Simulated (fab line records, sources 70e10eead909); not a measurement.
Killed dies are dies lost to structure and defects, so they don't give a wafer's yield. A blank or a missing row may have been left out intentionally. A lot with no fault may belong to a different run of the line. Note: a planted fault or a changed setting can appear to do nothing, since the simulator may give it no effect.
One fault seen from 2 desks -- flow nand-harc -- each desk holds nothing but its own numbers, with what lay behind them at the end

## THE TOOL OWNER'S DESK: litho-track-01
At NHARC_P_M1_SOFTBAKE_04 (time 55 s), the tool's own readings, given per lot that ran on this tool as the mean of the sampled wafers with a number. If a lot's mean is further than 4 standard deviations from the usual mean, the lot is out of limits and carries the mark OUT (the distance appears in the brackets).
Columns: A = heater-power-total-W at NHARC_P_M1_SOFTBAKE_04, usual 188.46 W; B = resist-line-temp-C at NHARC_P_M1_SOFTBAKE_04, usual 23.03 C
lot,first seen here,A,B
L960,day 8 17:00,188.35,22.95
L964,day 10 09:00,188.52,23.09
L974,day 14 08:00,180.06 (-56) OUT,22.91
L977,day 15 22:00,180.14 (-55) OUT,23.04
This desk's finding: out of limits on L974, L977; first on L974, day 14 08:00 (heater-power-total-W at NHARC_P_M1_SOFTBAKE_04). Within limits: L960, L964.

## AT THE METROLOGY DESK
What the gauges read, lot by lot, whatever tool the lot ran on: means of the sampled wafers that have a number. If a lot's mean is further than 4 standard deviations from the usual mean, the lot is out of limits and carries the mark OUT (the distance appears in the brackets).
Columns: A = cd-nm at NHARC_P_M1_CD_MEAS_09, usual 130.2 nm
lot,first seen here,A
L955,day 6 17:24,129.6
L956,day 7 08:35,130.3
L959,day 8 06:16,130.9
L958,day 8 07:07,130.5
L960,day 8 17:35,130.7
L961,day 9 06:14,130.1
L964,day 10 10:13,130.6
L965,day 11 00:13,130.1
L966,day 11 04:37,129.5
L967,day 11 13:58,130.1
L974,day 14 09:11,130.7
L977,day 15 22:52,130.9
This desk's finding: nothing out of limits on any of the 12 lots.

## PUT TOGETHER
The tool owner's desk could have raised an alarm at day 14 08:00, on L974, L977.
Nothing out of limits was seen by the metrology desk.
The metrology desk holds a record of L974, L977, inside its limits.
The lots listed all ran NHARC_P_M1_SOFTBAKE_04 on litho-track-01.

## WHAT THE SIMULATOR HAD INSERTED
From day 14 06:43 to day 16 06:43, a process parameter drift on litho-track-01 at NHARC_P_M1_SOFTBAKE_04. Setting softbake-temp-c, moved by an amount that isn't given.
Lots struck among those shown: L974, L977.
Each desk's first reading out of limits, in hours after the fault started: the tool owner's desk, 1.
